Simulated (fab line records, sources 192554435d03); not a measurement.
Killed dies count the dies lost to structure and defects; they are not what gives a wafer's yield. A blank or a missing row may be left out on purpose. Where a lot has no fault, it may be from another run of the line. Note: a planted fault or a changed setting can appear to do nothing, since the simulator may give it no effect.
Which tool did it? || flow n5Finfet || 24 lots with 72 wafers sampled at 3 steps, on a route of 1938 steps

== WHAT EACH GAUGE READ, for each wafer ==
N5_BEOL_M4_CD_MEAS_35: target cd 18 nm, target cd y 22.4 nm. Usual: 17.9 nm for cdNm, sd 0.37.
{"lot": "L074", "measured": "day 9 13:47", "on": "cdSem-03", "cdNm (nm)": "17.3 17.9 17.5", "flag": ""}
{"lot": "L076", "measured": "day 10 04:13", "on": "cdSem-02", "cdNm (nm)": "18.1 18.3 18.3", "flag": ""}
{"lot": "L077", "measured": "day 10 19:05", "on": "cdSem-03", "cdNm (nm)": "18.1 17.7 18.4", "flag": ""}
{"lot": "L075", "measured": "day 10 22:07", "on": "cdSem-02", "cdNm (nm)": "17.7 17.5 18.2", "flag": ""}
{"lot": "L078", "measured": "day 10 22:20", "on": "cdSem-01", "cdNm (nm)": "18.0 18.2 17.6", "flag": ""}
{"lot": "L079", "measured": "day 11 04:04", "on": "cdSem-03", "cdNm (nm)": "18.2 18.0 17.9", "flag": ""}
{"lot": "L080", "measured": "day 11 16:29", "on": "cdSem-03", "cdNm (nm)": "17.4 17.4 17.8", "flag": ""}
{"lot": "L081", "measured": "day 12 01:42", "on": "cdSem-01", "cdNm (nm)": "18.0 17.8 17.9", "flag": ""}
{"lot": "L082", "measured": "day 12 04:46", "on": "cdSem-03", "cdNm (nm)": "18.0 18.3 18.2", "flag": ""}
{"lot": "L083", "measured": "day 12 08:53", "on": "cdSem-01", "cdNm (nm)": "17.7 18.0 17.8", "flag": ""}
{"lot": "L084", "measured": "day 12 08:55", "on": "cdSem-03", "cdNm (nm)": "17.8 17.5 18.2", "flag": ""}
{"lot": "L085", "measured": "day 12 18:53", "on": "cdSem-01", "cdNm (nm)": "18.5 17.7 17.7", "flag": ""}
{"lot": "L087", "measured": "day 12 18:58", "on": "cdSem-02", "cdNm (nm)": "18.0 17.8 17.6", "flag": ""}
{"lot": "L086", "measured": "day 13 15:41", "on": "cdSem-02", "cdNm (nm)": "17.7 17.7 18.1", "flag": ""}
{"lot": "L090", "measured": "day 13 21:09", "on": "cdSem-03", "cdNm (nm)": "18.0 18.1 18.0", "flag": ""}
{"lot": "L089", "measured": "day 13 21:11", "on": "cdSem-03", "cdNm (nm)": "17.9 18.4 18.3", "flag": ""}
{"lot": "L088", "measured": "day 14 00:47", "on": "cdSem-02", "cdNm (nm)": "17.9 16.9 17.6", "flag": ""}
{"lot": "L092", "measured": "day 14 11:35", "on": "cdSem-02", "cdNm (nm)": "17.7 17.2 17.6", "flag": ""}
{"lot": "L091", "measured": "day 14 11:41", "on": "cdSem-01", "cdNm (nm)": "17.4 17.4 18.2", "flag": ""}
{"lot": "L093", "measured": "day 14 19:37", "on": "cdSem-03", "cdNm (nm)": "17.9 18.0 17.2", "flag": ""}
{"lot": "L094", "measured": "day 14 22:35", "on": "cdSem-01", "cdNm (nm)": "18.1 17.7 18.1", "flag": ""}
{"lot": "L095", "measured": "day 15 03:57", "on": "cdSem-02", "cdNm (nm)": "18.0 17.9 18.0", "flag": ""}
{"lot": "L096", "measured": "day 15 07:16", "on": "cdSem-02", "cdNm (nm)": "18.3 17.7 18.2", "flag": ""}
{"lot": "L097", "measured": "day 15 07:25", "on": "cdSem-03", "cdNm (nm)": "18.1 17.7 17.7", "flag": ""}

N5_BEOL_M5_OVL_MEAS_12. Usual: M5_OVL typically reads 0.5 nm, with standard deviation 0.81.
{"lot": "L074", "measured": "day 9 20:16", "on": "overlay-02", "M5_OVL (nm)": "1.0 1.5 0.6", "flag": ""}
{"lot": "L076", "measured": "day 10 11:31", "on": "overlay-01", "M5_OVL (nm)": "0.3 -0.2 0.1", "flag": ""}
{"lot": "L077", "measured": "day 11 01:59", "on": "overlay-02", "M5_OVL (nm)": "0.1 0.8 0.1", "flag": ""}
{"lot": "L075", "measured": "day 11 04:55", "on": "overlay-01", "M5_OVL (nm)": "0.5 0.7 0.8", "flag": ""}
{"lot": "L078", "measured": "day 11 07:51", "on": "overlay-02", "M5_OVL (nm)": "1.0 1.0 2.0", "flag": ""}
{"lot": "L079", "measured": "day 11 10:37", "on": "overlay-01", "M5_OVL (nm)": "0.8 0.5 -0.7", "flag": ""}
{"lot": "L080", "measured": "day 12 00:35", "on": "overlay-01", "M5_OVL (nm)": "0.2 -0.2 1.1", "flag": ""}
{"lot": "L081", "measured": "day 12 08:36", "on": "overlay-01", "M5_OVL (nm)": "-0.3 1.3 1.0", "flag": ""}
{"lot": "L082", "measured": "day 12 12:49", "on": "overlay-01", "M5_OVL (nm)": "0.5 0.9 0.1", "flag": ""}
{"lot": "L083", "measured": "day 12 17:09", "on": "overlay-01", "M5_OVL (nm)": "0.2 0.3 0.5", "flag": ""}
{"lot": "L084", "measured": "day 12 16:58", "on": "overlay-02", "M5_OVL (nm)": "2.2 0.0 1.2", "flag": ""}
{"lot": "L085", "measured": "day 13 02:57", "on": "overlay-02", "M5_OVL (nm)": "-0.2 0.6 -0.6", "flag": ""}
{"lot": "L087", "measured": "day 13 03:12", "on": "overlay-01", "M5_OVL (nm)": "1.7 0.5 0.9", "flag": ""}
{"lot": "L086", "measured": "day 13 22:33", "on": "overlay-01", "M5_OVL (nm)": "1.0 0.1 1.1", "flag": ""}
{"lot": "L090", "measured": "day 14 03:57", "on": "overlay-01", "M5_OVL (nm)": "0.5 -0.8 1.2", "flag": ""}
{"lot": "L089", "measured": "day 14 04:35", "on": "overlay-02", "M5_OVL (nm)": "0.1 -0.2 0.9", "flag": ""}
{"lot": "L088", "measured": "day 14 09:46", "on": "overlay-02", "M5_OVL (nm)": "1.5 0.4 1.2", "flag": ""}
{"lot": "L092", "measured": "day 14 19:06", "on": "overlay-01", "M5_OVL (nm)": "1.1 0.2 0.7", "flag": ""}
{"lot": "L091", "measured": "day 14 19:11", "on": "overlay-02", "M5_OVL (nm)": "0.2 -0.3 -1.2", "flag": ""}
{"lot": "L093", "measured": "day 15 02:39", "on": "overlay-02", "M5_OVL (nm)": "-0.6 -1.0 -0.8", "flag": ""}
{"lot": "L094", "measured": "day 15 07:07", "on": "overlay-01", "M5_OVL (nm)": "0.9 0.0 0.9", "flag": ""}
{"lot": "L095", "measured": "day 15 12:11", "on": "overlay-01", "M5_OVL (nm)": "0.4 -0.2 0.3", "flag": ""}
{"lot": "L096", "measured": "day 15 14:11", "on": "overlay-02", "M5_OVL (nm)": "-1.6 -1.5 -0.6", "flag": ""}
{"lot": "L097", "measured": "day 15 16:14", "on": "overlay-02", "M5_OVL (nm)": "-0.1 -0.6 -0.3", "flag": ""}

== WHAT TOOL EACH LOT RAN ON (gives the tool, then ch and the chambers of the sampled wafers, and finally the start) ==
{"lot": "L074", "N5_BEOL_M4_STRIP_97": "rieDiel-01 ch 0,3, day 9 13:47 or earlier"}
{"lot": "L076", "N5_BEOL_M4_STRIP_97": "rieDiel-03 ch 0,1, day 10 04:13 or earlier"}
{"lot": "L077", "N5_BEOL_M4_STRIP_97": "rieDiel-03 ch 0,2,3, day 10 19:05 or earlier"}
{"lot": "L075", "N5_BEOL_M4_STRIP_97": "rieDiel-04 ch 1,2, day 10 22:07 or earlier"}
{"lot": "L078", "N5_BEOL_M4_STRIP_97": "rieDiel-01 ch 1,3, day 10 22:20 or earlier"}
{"lot": "L079", "N5_BEOL_M4_STRIP_97": "rieDiel-01 ch 2,3, day 11 04:04 or earlier"}
{"lot": "L080", "N5_BEOL_M4_STRIP_97": "rieDiel-04 ch 1,3, day 11 16:29 or earlier"}
{"lot": "L081", "N5_BEOL_M4_STRIP_97": "rieDiel-03 ch 1,2,3, day 12 01:42 or earlier"}
{"lot": "L082", "N5_BEOL_M4_STRIP_97": "rieDiel-03 ch 0,1,3, day 12 04:46 or earlier"}
{"lot": "L083", "N5_BEOL_M4_STRIP_97": "rieDiel-04 ch 0,2, day 12 08:53 or earlier"}
{"lot": "L084", "N5_BEOL_M4_STRIP_97": "rieDiel-03 ch 0,1,3, day 12 08:55 or earlier"}
{"lot": "L085", "N5_BEOL_M4_STRIP_97": "rieDiel-04 ch 1,2,3, day 12 18:53 or earlier"}
{"lot": "L087", "N5_BEOL_M4_STRIP_97": "rieDiel-01 ch 0,2,3, day 12 18:58 or earlier"}
{"lot": "L086", "N5_BEOL_M4_STRIP_97": "rieDiel-01 ch 1,2,3, day 13 15:41 or earlier"}
{"lot": "L090", "N5_BEOL_M4_STRIP_97": "rieDiel-01 ch 1,3, day 13 21:09 or earlier"}
{"lot": "L089", "N5_BEOL_M4_STRIP_97": "rieDiel-03 ch 1,2, day 13 21:11 or earlier"}
{"lot": "L088", "N5_BEOL_M4_STRIP_97": "rieDiel-01 ch 0,3, day 14 00:47 or earlier"}
{"lot": "L092", "N5_BEOL_M4_STRIP_97": "rieDiel-01 ch 0,1,2, day 14 11:35 or earlier"}
{"lot": "L091", "N5_BEOL_M4_STRIP_97": "rieDiel-03 ch 1,2, day 14 11:41 or earlier"}
{"lot": "L093", "N5_BEOL_M4_STRIP_97": "rieDiel-01 ch 0,1,2, day 14 19:37 or earlier"}
{"lot": "L094", "N5_BEOL_M4_STRIP_97": "rieDiel-03 ch 0,2, day 14 22:35 or earlier"}
{"lot": "L095", "N5_BEOL_M4_STRIP_97": "rieDiel-04 ch 0,1, day 15 03:57 or earlier"}
{"lot": "L096", "N5_BEOL_M4_STRIP_97": "rieDiel-03 ch 0,1,2, day 15 07:16 or earlier"}
{"lot": "L097", "N5_BEOL_M4_STRIP_97": "rieDiel-04 ch 0,3, day 15 07:25 or earlier"}
- N5_BEOL_M4_STRIP_97: strips in N2/H2, time 10 s.

== AS READ BY THE TOOLS THEMSELVES (means over the sampled wafers that have a number; for cases with no such wafer, the mark the record gives instead) ==
N5_BEOL_M4_STRIP_97. Usual: drypumpMotorCurrentA 5.9 A, standard deviation 0.48; oesProductAu 0.80 a.u., standard deviation 0.098; rfVppV 59.1 V, standard deviation 0.96; showerheadPlenumPTorr 2.53 Torr, standard deviation 0.1; throttleValvePct 23.6 %, standard deviation 0.43.
{"lot": "L074", "tool": "rieDiel-01", "drypumpMotorCurrentA (A)": 6.2, "oesProductAu (a.u.)": 0.78, "rfVppV (V)": 60.2, "showerheadPlenumPTorr (Torr)": 2.56, "throttleValvePct (%)": 23.6, "flag": ""}
{"lot": "L076", "tool": "rieDiel-03", "drypumpMotorCurrentA (A)": 5.5, "oesProductAu (a.u.)": 0.76, "rfVppV (V)": 59.5, "showerheadPlenumPTorr (Torr)": 2.48, "throttleValvePct (%)": 23.6, "flag": ""}
{"lot": "L077", "tool": "rieDiel-03", "drypumpMotorCurrentA (A)": 5.8, "oesProductAu (a.u.)": 0.71, "rfVppV (V)": 58.5, "showerheadPlenumPTorr (Torr)": 2.49, "throttleValvePct (%)": 23.7, "flag": ""}
{"lot": "L075", "tool": "rieDiel-04", "drypumpMotorCurrentA (A)": 5.9, "oesProductAu (a.u.)": 0.77, "rfVppV (V)": 58.9, "showerheadPlenumPTorr (Torr)": 2.47, "throttleValvePct (%)": 23.8, "flag": ""}
{"lot": "L078", "tool": "rieDiel-01", "drypumpMotorCurrentA (A)": 5.8, "oesProductAu (a.u.)": 0.89, "rfVppV (V)": 57.6, "showerheadPlenumPTorr (Torr)": 2.47, "throttleValvePct (%)": 23.4, "flag": ""}
{"lot": "L079", "tool": "rieDiel-01", "drypumpMotorCurrentA (A)": 6.2, "oesProductAu (a.u.)": 0.84, "rfVppV (V)": 59.7, "showerheadPlenumPTorr (Torr)": 2.44, "throttleValvePct (%)": 23.4, "flag": ""}
{"lot": "L080", "tool": "rieDiel-04", "drypumpMotorCurrentA (A)": 6.0, "oesProductAu (a.u.)": 0.91, "rfVppV (V)": 60.3, "showerheadPlenumPTorr (Torr)": 2.63, "throttleValvePct (%)": 23.3, "flag": ""}
{"lot": "L081", "tool": "rieDiel-03", "drypumpMotorCurrentA (A)": 5.7, "oesProductAu (a.u.)": 0.78, "rfVppV (V)": 59.0, "showerheadPlenumPTorr (Torr)": 2.55, "throttleValvePct (%)": 23.5, "flag": ""}
{"lot": "L082", "tool": "rieDiel-03", "drypumpMotorCurrentA (A)": 5.8, "oesProductAu (a.u.)": 0.86, "rfVppV (V)": 59.6, "showerheadPlenumPTorr (Torr)": 2.65, "throttleValvePct (%)": 23.6, "flag": ""}
{"lot": "L083", "tool": "rieDiel-04", "drypumpMotorCurrentA (A)": 5.9, "oesProductAu (a.u.)": 0.70, "rfVppV (V)": 59.7, "showerheadPlenumPTorr (Torr)": 2.49, "throttleValvePct (%)": 24.1, "flag": ""}
{"lot": "L084", "tool": "rieDiel-03", "drypumpMotorCurrentA (A)": 5.8, "oesProductAu (a.u.)": 0.85, "rfVppV (V)": 59.8, "showerheadPlenumPTorr (Torr)": 2.65, "throttleValvePct (%)": 23.6, "flag": ""}
{"lot": "L085", "tool": "rieDiel-04", "drypumpMotorCurrentA (A)": 5.7, "oesProductAu (a.u.)": 0.83, "rfVppV (V)": 59.5, "showerheadPlenumPTorr (Torr)": 2.56, "throttleValvePct (%)": 23.5, "flag": ""}
{"lot": "L087", "tool": "rieDiel-01", "drypumpMotorCurrentA (A)": 6.3, "oesProductAu (a.u.)": 0.76, "rfVppV (V)": 58.3, "showerheadPlenumPTorr (Torr)": 2.49, "throttleValvePct (%)": 23.7, "flag": ""}
{"lot": "L086", "tool": "rieDiel-01", "drypumpMotorCurrentA (A)": 6.1, "oesProductAu (a.u.)": 0.81, "rfVppV (V)": 58.4, "showerheadPlenumPTorr (Torr)": 2.44, "throttleValvePct (%)": 23.6, "flag": ""}
{"lot": "L090", "tool": "rieDiel-01", "drypumpMotorCurrentA (A)": 5.9, "oesProductAu (a.u.)": 0.85, "rfVppV (V)": 58.5, "showerheadPlenumPTorr (Torr)": 2.46, "throttleValvePct (%)": 23.4, "flag": ""}
{"lot": "L089", "tool": "rieDiel-03", "drypumpMotorCurrentA (A)": 5.2, "oesProductAu (a.u.)": 0.82, "rfVppV (V)": 58.4, "showerheadPlenumPTorr (Torr)": 2.53, "throttleValvePct (%)": 23.3, "flag": ""}
{"lot": "L088", "tool": "rieDiel-01", "drypumpMotorCurrentA (A)": 6.1, "oesProductAu (a.u.)": 0.80, "rfVppV (V)": 59.2, "showerheadPlenumPTorr (Torr)": 2.49, "throttleValvePct (%)": 23.3, "flag": ""}
{"lot": "L092", "tool": "rieDiel-01", "drypumpMotorCurrentA (A)": 6.3, "oesProductAu (a.u.)": 0.74, "rfVppV (V)": 57.9, "showerheadPlenumPTorr (Torr)": 2.49, "throttleValvePct (%)": 23.9, "flag": ""}
{"lot": "L091", "tool": "rieDiel-03", "drypumpMotorCurrentA (A)": 5.2, "oesProductAu (a.u.)": 0.82, "rfVppV (V)": 59.8, "showerheadPlenumPTorr (Torr)": 2.53, "throttleValvePct (%)": 23.3, "flag": ""}
{"lot": "L093", "tool": "rieDiel-01", "drypumpMotorCurrentA (A)": 6.3, "oesProductAu (a.u.)": 0.74, "rfVppV (V)": 58.8, "showerheadPlenumPTorr (Torr)": 2.49, "throttleValvePct (%)": 23.9, "flag": ""}
{"lot": "L094", "tool": "rieDiel-03", "drypumpMotorCurrentA (A)": 5.4, "oesProductAu (a.u.)": 0.78, "rfVppV (V)": 58.8, "showerheadPlenumPTorr (Torr)": 2.52, "throttleValvePct (%)": 23.4, "flag": ""}
{"lot": "L095", "tool": "rieDiel-04", "drypumpMotorCurrentA (A)": 6.1, "oesProductAu (a.u.)": 0.74, "rfVppV (V)": 58.9, "showerheadPlenumPTorr (Torr)": 2.54, "throttleValvePct (%)": 24.0, "flag": ""}
{"lot": "L096", "tool": "rieDiel-03", "drypumpMotorCurrentA (A)": 5.4, "oesProductAu (a.u.)": 0.83, "rfVppV (V)": 59.0, "showerheadPlenumPTorr (Torr)": 2.58, "throttleValvePct (%)": 23.4, "flag": ""}
{"lot": "L097", "tool": "rieDiel-04", "drypumpMotorCurrentA (A)": 5.7, "oesProductAu (a.u.)": 0.75, "rfVppV (V)": 59.4, "showerheadPlenumPTorr (Torr)": 2.58, "throttleValvePct (%)": 23.8, "flag": ""}

== THE ANSWER, worked out from the rows above alone ==
Rule: a lot counts as off when the mean over its wafers that have a number is more than 3 standard deviations away from the usual mean. Also off: a lot with no number at a reading for which 4 or more lots have one. The other lots that the step has rows for count as sound. The gauges are gone through in route order, then the tools' own readings, and for those a lot's mean is taken as printed above. At the first step where some lot is off, the reading lying furthest off is the one used; lots without a number count as furthest.
None of the lots is off at any reading shown; this tells nothing.

== WHAT WAS PUT IN BY THE SIMULATOR ==
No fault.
